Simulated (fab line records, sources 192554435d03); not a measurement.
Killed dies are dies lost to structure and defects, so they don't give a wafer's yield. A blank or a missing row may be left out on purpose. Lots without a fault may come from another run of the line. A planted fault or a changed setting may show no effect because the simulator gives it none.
fab line records | flow n5_finfet | part 1 of 2: steps 1 to 20 of 28
record lots=5 wafers=15 last_day=19
route steps=1938 shown BEOL_M3@974
lots that met no fault: from a run of the same line without faults
start_h: hours from the record's first day to the start of the lot's first wafer shown | wait_h: hours since the lot's step before | " the same as in the row above | L1.1+2: a row that stands for several wafers | - no value, or no start given | * or withheld: withheld | < > ~ a bound
route shown NAME@n: a module of which the file shows steps, and the number in the route of the first | usual: mean/standard deviation of fault-free wafers | same: alike in all rows | chamber/n: place in a boat | sites: the reading at each site | _std_site: their standard deviation | _edge_site: outer sites' mean less inner sites' | radius_mm: how far each site lies from the wafer's centre | mask NAME#n: copy n | behind: the tool/chamber that last shaped the wafer | hold: why the lot was held/for how many hours/how that ended | device: the transistor (n, p or np) that didn't switch | end of line: the same wafers' tests at the end of the route | a step without rows: its recipe alone | killed: dies lost to structure and defects at the first sort, not the wafer's yield | map: a wafer's dies, x killed, . not, _ none there
set.NAME: the setting as run; set.NAME@STEP: as run at that earlier step | model.NAME: the simulator's own value behind a step, which no gauge read
lots at some steps of the route; a table a step, a row a wafer
services: from which hour (start_h, from the record's first day; less than 0 if before it) a tool's chamber was out of use, for how many hours, and why
## steps
# step N5_BEOL_M3_ETCH_70
# recipe chemistry=N2/H2 target=SOC target_depth_a=800 overetch_a=160 mask_material=SiARC temp_c=40 time_s=120 ion_energy_ev=200 pressure_mtorr=30 source_w=840 bias_w=150 n2_flow_sccm=200 h2_flow_sccm=200
# usual drypump_motor_current_A=5.8/0.39 oes_product_au=0.61/0.065 rf_fwd_power_W=835.2/3 rf_vpp_V=523.9/2.3 showerhead_plenum_p_Torr=2.54/0.075 throttle_valve_pct=17.78/0.22
# columns lot.wafer tool chamber start_h wait_h drypump_motor_current_A oes_product_au rf_fwd_power_W rf_hours_counter_h rf_vpp_V showerhead_plenum_p_Torr throttle_valve_pct
L079.1 rie_diel-04 3 181.03 0.0 6.1 0.69 834.5 43 522.4 2.49 17.65
L079.5 " 0 " " 5.5 0.55 837.1 - 523.2 2.54 18.10
L079.6 " 3 " " 6.1 0.68 834.9 - 522.6 2.49 17.64
L080.2 rie_diel-03 1 183.76 0.0 5.2 0.72 837.4 4 527.2 2.60 17.68
L080.5 " 0 " " 5.5 0.56 840.8 - 521.4 2.43 18.16
L080.6 " 3 " " 5.7 0.52 837.4 - 525.0 2.61 18.03
L081.1 rie_diel-04 0 187.27 0.0 5.5 0.55 838.4 198 524.8 2.54 18.09
L081.2 " 3 " " 6.1 0.68 835.8 45 522.1 2.49 17.64
L081.4 " 2 " " 5.9 0.55 832.8 222 523.8 2.50 17.68
L084.1 rie_diel-03 1 212.16 0.0 5.2 0.70 838.2 13 525.3 2.59 17.70
L084.3 " 0 " " 5.5 0.55 838.5 184 520.5 2.43 18.18
L084.4 " 1 " " 5.2 0.70 836.8 - 526.1 2.59 17.71
L095.1 rie_diel-03 1 283.40 0.0 5.3 0.66 831.8 39 524.8 2.58 17.74
L095.2 " 0 " " 5.5 0.54 835.3 211 519.4 2.42 18.22
L095.4 " 2 " " 5.7 0.72 828.9 7 521.9 2.50 17.82
# step N5_BEOL_M3_STRIP_71
# recipe chemistry=N2/H2 temp_c=40 n2_flow_sccm=200 h2_flow_sccm=200 rf_frequency_hz=6e+07
# columns lot.wafer tool chamber start_h wait_h
L079.1+5+6 rie_diel-04 3,0,3 181.11 0.0
L080.2+5+6 rie_diel-03 1,0,3 183.84 0.0
L081.1+2+4 rie_diel-04 0,3,2 187.35 0.0
L084.1+3+4 rie_diel-03 1,0,1 212.24 0.0
L095.1+2+4 rie_diel-03 1,0,2 283.48 0.0
# step N5_BEOL_M3_STRIP_78
# recipe chemistry=N2/H2 temp_c=40 n2_flow_sccm=200 h2_flow_sccm=200 rf_frequency_hz=6e+07
# columns lot.wafer tool chamber start_h wait_h
L079.1+5+6 rie_diel-04 3,0,3 181.12 0.0
L080.2+5+6 rie_diel-03 1,0,3 183.85 0.0
L081.1+2+4 rie_diel-04 0,3,2 187.36 0.0
L084.1+3+4 rie_diel-03 1,0,1 212.25 0.0
L095.1+2+4 rie_diel-03 1,0,2 283.49 0.0
# step N5_BEOL_M3_VIA_ETCH_34
# recipe chemistry=C4F6/O2 target_depth_a=694 mask_material=SOC pressure_mtorr=15 ion_energy_ev=250 taper_deg=4 time_s=65.9 source_w=350 bias_w=170 Ar_flow_sccm=300 C4F6_flow_sccm=10 O2_flow_sccm=10
# usual drypump_motor_current_A=5.8/0.4 oes_product_au=0.80/0.085 rf_fwd_power_W=346.9/1.5 rf_vpp_V=660/8.9 showerhead_plenum_p_Torr=2.83/0.08 throttle_valve_pct=30.64/0.24
# columns lot.wafer tool chamber start_h wait_h drypump_motor_current_A oes_product_au rf_fwd_power_W rf_hours_counter_h rf_vpp_V showerhead_plenum_p_Torr throttle_valve_pct
L079.1 rie_diel-04 3 181.13 0.0 6.1 0.89 346.1 43 652 2.78 30.61
L079.5 " 0 " " 5.5 0.71 346.4 - 659 2.80 30.65
L079.6 " 3 " " 6.1 0.90 346.2 - 652 2.78 30.57
L080.2 rie_diel-03 1 183.86 0.0 5.2 0.96 348.9 4 652 2.91 30.94
L080.5 " 0 " " 5.5 0.74 348.6 - 655 2.73 31.09
L080.6 " 3 " " 5.7 0.67 348.8 - 659 2.90 30.61
L081.1 rie_diel-04 0 187.37 0.0 5.5 0.72 346.7 198 658 2.80 30.65
L081.2 " 3 " " 6.1 0.88 345.5 45 651 2.78 30.59
L081.4 " 2 " " 6.0 0.71 347.8 222 677 2.82 30.66
L084.1 rie_diel-03 1 212.26 0.0 5.2 0.92 349.2 13 651 2.90 30.93
L084.3 " 0 " " 5.5 0.72 348.6 184 657 2.72 31.10
L084.4 " 1 " " 5.2 0.92 348.8 - 652 2.90 30.93
L095.1 rie_diel-03 1 283.50 0.0 5.2 0.86 349.6 39 652 2.89 30.96
L095.2 " 0 " " 5.5 0.71 347.9 211 655 2.71 31.11
L095.4 " 2 " " 5.7 0.95 344.7 7 677 2.81 30.87
# step N5_BEOL_M3_STRIP_83
# recipe chemistry=C4F6/O2 resist=SiARC rf_frequency_hz=6e+07
# columns lot.wafer tool chamber start_h wait_h
L079.1+5+6 rie_diel-04 3,0,3 181.18 0.0
L080.2+5+6 rie_diel-03 1,0,3 183.91 0.0
L081.1+2+4 rie_diel-04 0,3,2 187.42 0.0
L084.1+3+4 rie_diel-03 1,0,1 212.31 0.0
L095.1+2+4 rie_diel-03 1,0,2 283.55 0.0
# step N5_BEOL_M3_STRIP_36
# recipe chemistry=N2/H2 power_w=450 temp_c=40 pressure_mtorr=20 rf_frequency_hz=6e+07 overash_fraction=0.3 bias_power_w=7 h2_frac=0.5 n2_flow_sccm=200 h2_flow_sccm=200
# usual drypump_motor_current_A=5.8/0.4 oes_product_au=0.80/0.09 power_w=450.2/1.3 rf_vpp_V=59.0/1.5 showerhead_plenum_p_Torr=2.53/0.075 throttle_valve_pct=23.59/0.27
# columns lot.wafer tool chamber start_h wait_h drypump_motor_current_A oes_product_au power_w rf_hours_counter_h rf_vpp_V showerhead_plenum_p_Torr throttle_valve_pct
L079.1 rie_diel-04 3 181.19 0.0 6.0 0.90 451.3 43 57.6 2.48 23.50
L079.5 " 0 " " 5.5 0.70 452.9 - 57.1 2.54 24.05
L079.6 " 3 " " 6.0 0.92 452.6 - 60.0 2.48 23.50
L080.2 rie_diel-03 1 183.92 0.0 5.2 0.96 449.3 4 56.5 2.59 23.51
L080.5 " 0 " " 5.5 0.73 450.2 - 59.6 2.43 24.04
L080.6 " 3 " " 5.7 0.67 449.9 - 60.2 2.61 23.58
L081.1 rie_diel-04 0 187.43 0.0 5.6 0.71 449.8 198 59.5 2.54 24.07
L081.2 " 3 " " 6.1 0.91 449.7 45 57.8 2.49 23.52
L081.4 " 2 " " 6.0 0.70 450.7 222 57.7 2.50 23.49
L084.1 rie_diel-03 1 212.32 0.0 5.2 0.93 448.3 14 60.2 2.59 23.53
L084.3 " 0 " " 5.5 0.72 450.5 184 59.1 2.42 24.05
L084.4 " 1 " " 5.2 0.91 450.4 - 64.6 2.59 23.52
L095.1 rie_diel-03 1 283.56 0.0 5.3 0.87 450.8 39 60.1 2.58 23.56
L095.2 " 0 " " 5.5 0.71 450.0 211 60.0 2.41 24.09
L095.4 " 2 " " 5.7 0.95 449.9 7 58.0 2.49 23.73
# step N5_BEOL_M3_TRENCH_ETCH_37
# recipe chemistry=C4F6/O2 target_depth_a=555.55 target=SiOC time_s=29.2 ion_energy_ev=250 pressure_mtorr=30 source_w=355 bias_w=185 Ar_flow_sccm=300 C4F6_flow_sccm=10 O2_flow_sccm=10
# usual drypump_motor_current_A=5.8/0.4 oes_product_au=0.80/0.087 rf_fwd_power_W=349.8/1.8 rf_vpp_V=660/8.8 showerhead_plenum_p_Torr=2.84/0.08 throttle_valve_pct=20.80/0.19
# columns lot.wafer tool chamber start_h wait_h drypump_motor_current_A oes_product_au rf_fwd_power_W rf_hours_counter_h rf_vpp_V showerhead_plenum_p_Torr throttle_valve_pct
L079.1 rie_diel-04 3 - - 6.1 0.89 349.8 43 653 2.79 20.68
L079.5 " 0 " " 5.5 0.71 351.5 - 659 2.81 20.82
L079.6 " 3 " " 6.1 0.90 349.8 - 652 2.79 20.69
L080.2 rie_diel-03 1 - - 5.2 0.95 351.4 4 652 2.91 20.86
L080.5 " 0 " " 5.5 0.73 350.7 - 656 2.73 21.18
L080.6 " 3 " " 5.7 0.67 352.3 - 659 2.91 21.01
L081.1 rie_diel-04 0 - - 5.5 0.72 351.1 198 659 2.81 20.81
L081.2 " 3 " " 6.0 0.90 349.7 45 651 2.79 20.69
L081.4 " 2 " " 6.0 0.71 352.3 222 678 2.82 20.73
L084.1 rie_diel-03 1 - - 5.2 0.93 352.0 14 653 2.91 20.90
L084.3 " 0 " " 5.5 0.73 350.6 185 658 2.73 21.18
L084.4 " 1 " " 5.2 0.93 352.3 - 653 2.91 20.89
L095.1 rie_diel-03 1 - - 5.2 0.87 350.9 39 653 2.90 20.93
L095.2 " 0 " " 5.4 0.71 350.8 211 655 2.72 21.24
L095.4 " 2 " " 5.7 0.95 348.2 8 677 2.81 20.94
# step N5_BEOL_M3_ETCH_41
# recipe chemistry=CH3F/O2 target=SiCN target_depth_a=299 taper_deg=2 time_s=52.5 ion_energy_ev=120 mask_material=TiN pressure_mtorr=30 source_w=395 bias_w=75 Ar_flow_sccm=150 CH3F_flow_sccm=30 O2_flow_sccm=20
# usual drypump_motor_current_A=5.8/0.4 oes_product_au=0.80/0.086 rf_fwd_power_W=390.9/1.5 rf_vpp_V=297.3/1.4 showerhead_plenum_p_Torr=2.00/0.06 throttle_valve_pct=16.28/0.18
# columns lot.wafer tool chamber start_h wait_h drypump_motor_current_A oes_product_au rf_fwd_power_W rf_hours_counter_h rf_vpp_V showerhead_plenum_p_Torr throttle_valve_pct
L079.1 rie_diel-04 3 - - 6.1 0.89 391.1 43 296.0 1.96 16.10
L079.5 " 0 " " 5.5 0.72 389.9 - 296.4 1.98 16.34
L079.6 " 3 " " 6.1 0.90 390.5 - 296.1 1.96 16.11
L080.2 rie_diel-03 1 - - 5.2 0.96 390.7 4 298.5 2.05 16.26
L080.5 " 0 " " 5.5 0.73 393.4 - 296.0 1.92 16.65
L080.6 " 3 " " 5.7 0.67 392.2 - 297.2 2.05 16.57
L081.1 rie_diel-04 0 - - 5.5 0.71 390.5 198 297.8 1.98 16.36
L081.2 " 3 " " 6.0 0.89 387.2 45 295.2 1.96 16.10
L081.4 " 2 " " 6.0 0.71 393.3 222 297.0 1.98 16.25
L084.1 rie_diel-03 1 - - 5.2 0.92 393.3 14 298.5 2.04 16.27
L084.3 " 0 " " 5.5 0.73 391.3 185 295.9 1.91 16.64
L084.4 " 1 " " 5.2 0.93 390.5 - 299.2 2.04 16.28
L095.1 rie_diel-03 1 - - 5.2 0.87 393.6 39 296.4 2.04 16.32
L095.2 " 0 " " 5.5 0.71 390.9 211 295.7 1.91 16.71
L095.4 " 2 " " 5.7 0.95 390.0 8 297.5 1.97 16.28
# step N5_BEOL_M3_STRIP_97
# recipe chemistry=N2/H2 time_s=10 power_w=450 temp_c=40 pressure_mtorr=20 rf_frequency_hz=6e+07 bias_power_w=7 n2_flow_sccm=200 h2_flow_sccm=200
# usual drypump_motor_current_A=5.8/0.4 oes_product_au=0.80/0.09 rf_vpp_V=59.1/0.87 showerhead_plenum_p_Torr=2.53/0.075 throttle_valve_pct=23.59/0.27
# columns lot.wafer tool chamber start_h wait_h drypump_motor_current_A oes_product_au rf_hours_counter_h rf_vpp_V showerhead_plenum_p_Torr throttle_valve_pct
L079.1 rie_diel-04 3 - - 6.1 0.89 43 58.2 2.49 23.50
L079.5 " 0 " " 5.6 0.71 - 59.3 2.54 24.05
L079.6 " 3 " " 6.1 0.90 - 59.2 2.48 23.50
L080.2 rie_diel-03 1 - - 5.2 0.97 4 59.6 2.59 23.51
L080.5 " 0 " " 5.5 0.73 - 59.5 2.43 24.04
L080.6 " 3 " " 5.7 0.68 - 58.5 2.61 23.62
L081.1 rie_diel-04 0 - - 5.6 0.71 198 60.2 2.54 24.04
L081.2 " 3 " " 6.1 0.89 45 58.6 2.48 23.50
L081.4 " 2 " " 5.9 0.70 222 60.2 2.50 23.49
L084.1 rie_diel-03 1 - - 5.2 0.93 14 60.0 2.59 23.55
L084.3 " 0 " " 5.5 0.73 185 58.0 2.42 24.06
L084.4 " 1 " " 5.2 0.93 - 59.2 2.59 23.53
L095.1 rie_diel-03 1 - - 5.2 0.86 39 60.0 2.58 23.57
L095.2 " 0 " " 5.5 0.70 211 59.4 2.41 24.08
L095.4 " 2 " " 5.7 0.94 8 59.1 2.49 23.71
# step N5_BEOL_M3_OCD_MEAS_38
# usual trench_depth_nm=55.5/0.81
# columns lot.wafer tool chamber start_h wait_h trench_depth_nm
L079.1 ocd-02 - 181.39 - 55.6
L079.5 " - " " 55.1
L079.6 " - " " 56.5
L080.2 ocd-01 - 184.12 - 55.6
L080.5 " - " " 54.5
L080.6 " - " " 53.2
L081.1 ocd-01 - 187.63 - 54.7
L081.2 " - " " 54.9
L081.4 " - " " 54.3
L084.1 ocd-02 - 212.51 - 56.9
L084.3 " - " " 56.2
L084.4 " - " " 56.2
L095.1 ocd-01 - 283.75 - 55.9
L095.2 " - " " 55.8
L095.4 " - " " 56.6
# step N5_BEOL_M3_HM_STRIP_39
# recipe chemistry=peroxide_tin_strip material=TiN target_depth_a=250 temp_c=50 time_s=158
# columns lot.wafer tool chamber start_h wait_h
L079.1+5+6 wet_bench-03 3,1,4 181.42 0.0
L080.2+5+6 wet_bench-05 7,4,6 184.15 0.0
L081.1+2+4 wet_bench-05 4,5,6 187.66 0.0
L084.1+3+4 wet_bench-03 7,5,1 212.55 0.0
L095.1+2+4 wet_bench-01 4,1,2 283.79 0.0
# step N5_BEOL_M3_SRD_40
# recipe time_s=30 temp_c=23 rinse_liquid=diw dry=ipa_marangoni
# columns lot.wafer tool chamber start_h wait_h
L079.1+5+6 wet_bench-03 3,1,4 181.47 0.0
L080.2+5+6 wet_bench-05 7,4,6 184.20 0.0
L081.1+2+4 wet_bench-05 4,5,6 187.71 0.0
L084.1+3+4 wet_bench-03 7,5,1 212.59 0.0
L095.1+2+4 wet_bench-01 4,1,2 283.83 0.0
# step N5_BEOL_M3_PRECLEAN_42
# recipe chemistry=residue_remover time_s=60 temp_c=40
# columns lot.wafer tool chamber start_h wait_h
L079.1+5+6 wet_bench-03 3,1,4 181.48 0.0
L080.2+5+6 wet_bench-05 7,4,6 184.22 0.0
L081.1+2+4 wet_bench-05 4,5,6 187.72 0.0
L084.1+3+4 wet_bench-03 7,5,1 212.61 0.0
L095.1+2+4 wet_bench-01 4,1,2 283.85 0.0
# step N5_BEOL_M3_SRD_43
# recipe time_s=30 temp_c=23 rinse_liquid=diw dry=ipa_marangoni
# columns lot.wafer tool chamber start_h wait_h
L079.1+5+6 wet_bench-03 3,1,4 181.50 0.0
L080.2+5+6 wet_bench-05 7,4,6 184.23 0.0
L081.1+2+4 wet_bench-05 4,5,6 187.74 0.0
L084.1+3+4 wet_bench-03 7,5,1 212.63 0.0
L095.1+2+4 wet_bench-01 4,1,2 283.87 0.0
# step N5_BEOL_M3_CD_MEAS_35
# recipe target_cd_nm=18 target_cd_y_nm=21 polarity=opening
# usual cd_nm=18.1/0.39
# columns lot.wafer tool chamber start_h wait_h cd_nm
L079.1 cd_sem-01 - 181.54 0.0 18.1
L079.5 " - " " 17.9
L079.6 " - " " 18.3
L080.2 cd_sem-03 - 184.28 0.0 18.3
L080.5 " - " " 18.3
L080.6 " - " " 18.1
L081.1 cd_sem-01 - 187.78 0.0 18.5
L081.2 " - " " 18.5
L081.4 " - " " 17.4
L084.1 cd_sem-03 - 212.67 0.0 17.7
L084.3 " - " " 18.3
L084.4 " - " " 18.5
L095.1 cd_sem-03 - 283.91 0.0 17.6
L095.2 " - " " 18.2
L095.4 " - " " 18.1
# step N5_BEOL_M3_DEGAS_44
# recipe ambient=vacuum temp_c=250 time_s=60
# usual heater_power_w=336/26 susceptor_temp_C=249.98/0.19
# columns lot.wafer tool chamber start_h wait_h heater_power_w susceptor_temp_C
L079.1 pvd_sputter-02 - 181.79 0.2 305 250.22
L079.5 " - " " 343 249.65
L079.6 " - " " 317 249.66
L080.2 pvd_sputter-02 - 184.63 0.3 360 250.21
L080.5 " - " " 323 250.00
L080.6 " - " " 342 249.83
L081.1 pvd_sputter-01 - 188.16 0.4 380 250.40
L081.2 " - " " 324 250.03
L081.4 " - " " 292 249.92
L084.1 pvd_sputter-03 - 212.72 0.0 309 250.10
L084.3 " - " " 375 249.87
L084.4 " - " " 366 249.71
L095.1 pvd_sputter-02 - 284.33 0.4 306 249.82
L095.2 " - " " 341 250.06
L095.4 " - " " 321 249.72
# step N5_BEOL_M3_PRE_CLEAN_45
# recipe gas=H2/He time_s=30 temp_c=250
# usual heater_power_w=336/26 susceptor_temp_C=250.00/0.17
# columns lot.wafer tool chamber start_h wait_h heater_power_w susceptor_temp_C
L079.1 pvd_sputter-02 - 181.83 0.0 304 249.96
L079.5 " - " " 334 249.92
L079.6 " - " " 316 249.94
L080.2 pvd_sputter-02 - 184.67 0.0 359 249.99
L080.5 " - " " 323 250.21
L080.6 " - " " 339 250.18
L081.1 pvd_sputter-01 - 188.20 0.0 381 250.07
L081.2 " - " " 334 250.16
L081.4 " - " " 288 249.96
L084.1 pvd_sputter-03 - 212.76 0.0 317 250.33
L084.3 " - " " 377 249.93
L084.4 " - " " 378 250.25
L095.1 pvd_sputter-02 - 284.37 0.0 313 249.98
L095.2 " - " " 338 249.97
L095.4 " - " " 315 250.07
# step N5_BEOL_M3_ALD_84
# recipe material=TaN target_thk_a=* temp_c=275 ald_precursor_family=PDMAT ald_co_reactant=NH3 pressure_torr=3 carrier_flow_sccm=1500 pulse_time_s=2 purge_time_s=3 co_reactant_purge_time_s=2 co_reactant_pulse_time_s=3 ald_cycles=30 precursor_vessel_temp_c=75 precursor_vessel_pressure_torr=26.25 precursor_vessel_carrier_sccm=1000
# usual chamber_pressure_Torr=3.000/0.0069 heater_power_w=430/51 susceptor_temp_C=275.01/0.17
# same ald_cycles=30
# columns lot.wafer tool chamber start_h wait_h chamber_pressure_Torr heater_power_w susceptor_temp_C
L079.1 ald_metal-01 1 182.09 0.2 3.000 501 274.81
L079.5 " 1 " " 2.997 495 275.03
L079.6 " 2 " " 2.997 449 275.01
L080.2 ald_metal-01 0 184.73 0.0 2.997 385 274.85
L080.5 " 2 " " 3.004 443 275.03
L080.6 " 3 " " 3.003 457 275.18
L081.1 ald_metal-01 1 188.26 0.0 2.995 496 274.92
L081.2 " 0 " " 3.013 386 275.04
L081.4 " 3 " " 3.000 451 274.79
L084.1 ald_metal-04 2 212.82 0.0 2.989 408 275.04
L084.3 " 0 " " 3.006 305 275.04
L084.4 " 3 " " 2.995 416 274.80
L095.1 ald_metal-03 2 284.52 0.1 2.997 500 274.80
L095.2 " 1 " " 2.994 409 275.19
L095.4 " 3 " " 3.006 404 275.08
# step N5_BEOL_M3_SURFACE_TREAT_85
# recipe gas=Ar time_s=* ion_energy_ev=* ion_current_ma_cm2=0.5 pressure_mtorr=* ar_flow_sccm=30
# usual throttle_valve_pct=*
# columns lot.wafer tool chamber start_h wait_h throttle_valve_pct
L079.1 pvd_sputter-01 - 182.51 0.3 *
L079.5 " - " " *
L079.6 " - " " *
L080.2 pvd_sputter-02 - 185.01 0.2 *
L080.5 " - " " *
L080.6 " - " " *
L081.1 pvd_sputter-03 - 188.65 0.3 *
L081.2 " - " " *
L081.4 " - " " *
L084.1 pvd_sputter-02 - 213.05 0.1 *
L084.3 " - " " *
L084.4 " - " " *
L095.1 pvd_sputter-02 - 284.74 0.1 *
L095.2 " - " " *
L095.4 " - " " *
# step N5_BEOL_M3_CVD_47
# recipe material=Co target_thk_a=30 temp_c=withheld precursor=CCTBA/H2 pressure_torr=30 time_s=223.8
# usual chamber_pressure_Torr=30.00/0.063
# columns lot.wafer tool chamber start_h wait_h chamber_pressure_Torr
L079.1 cvd_co-01 0 182.57 0.0 30.02
L079.5 " 2 " " 30.08
L079.6 " 1 " " 30.00
L080.2 cvd_co-02 2 185.08 0.1 29.90
L080.5 " 0 " " 30.01
L080.6 " 2 " " 29.92
L081.1 cvd_co-01 2 188.71 0.0 29.96
L081.2 " 0 " " 30.01
L081.4 " 1 " " 29.89
L084.1 cvd_co-02 0 213.15 0.1 29.93
L084.3 " 1 " " 29.92
L084.4 " 1 " " 29.98
L095.1 cvd_co-02 1 285.14 0.4 30.07
L095.2 " 2 " " 29.99
L095.4 " 2 " " 29.89
